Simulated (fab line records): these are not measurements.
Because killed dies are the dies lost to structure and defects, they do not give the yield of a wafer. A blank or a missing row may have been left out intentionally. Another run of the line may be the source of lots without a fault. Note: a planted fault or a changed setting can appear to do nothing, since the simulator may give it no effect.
Matching of chambers	flow n5_finfet	4 sister chambers for N5_MOL_CONTACT_COAG_DESCUM_45 on rie_diel-02
The step chemistry O2, time 7 s. 4 wafers are shown with their chamber, then 8 later ones without.

== EACH WAFER AND ITS CHAMBER ==
wafer	chamber	drypump_motor_current_A (A)
L084.2	0	5.6
L084.3	2	5.5
L084.4	1	4.7
L088.2	3	5.1

== WAFERS MISSING THEIR CHAMBER ==
wafer	drypump_motor_current_A (A)
L088.3	4.7
L088.5	5.5
L089.3	4.7
L089.4	5.7
L089.5	4.7
L095.2	5.1
L095.3	5.7
L095.6	5.7

== CHAMBER TAKEN BY EACH ==
wafer	from the rows above	in truth
L088.3	1	1
L088.5	can't be placed: 2 or 0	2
L089.3	1	1
L089.4	can't be placed: 0 or 2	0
L089.5	1	1
L095.2	3	3
L095.3	can't be placed: 0 or 2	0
L095.6	can't be placed: 0 or 2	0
4 of 8 placed correctly. Cannot be placed on the basis of these rows: 4; the candidates contain the true chamber in 4. Number placed wrongly: 0.
How it was worked out, from the rows above alone: a wafer's distance from a chamber is the root of the sum, over the readings, of the square of ((its reading less the chamber's mean) divided by the reading's scatter). The wafer belongs to the nearest chamber; if the next one is less than 2 further off, it can't be placed. The mean given for a chamber averages the wafers shown for that chamber. The scatter (one wafer shown for each chamber): square how far every hidden wafer sits from the nearest shown wafer, average those squares and take the square root.
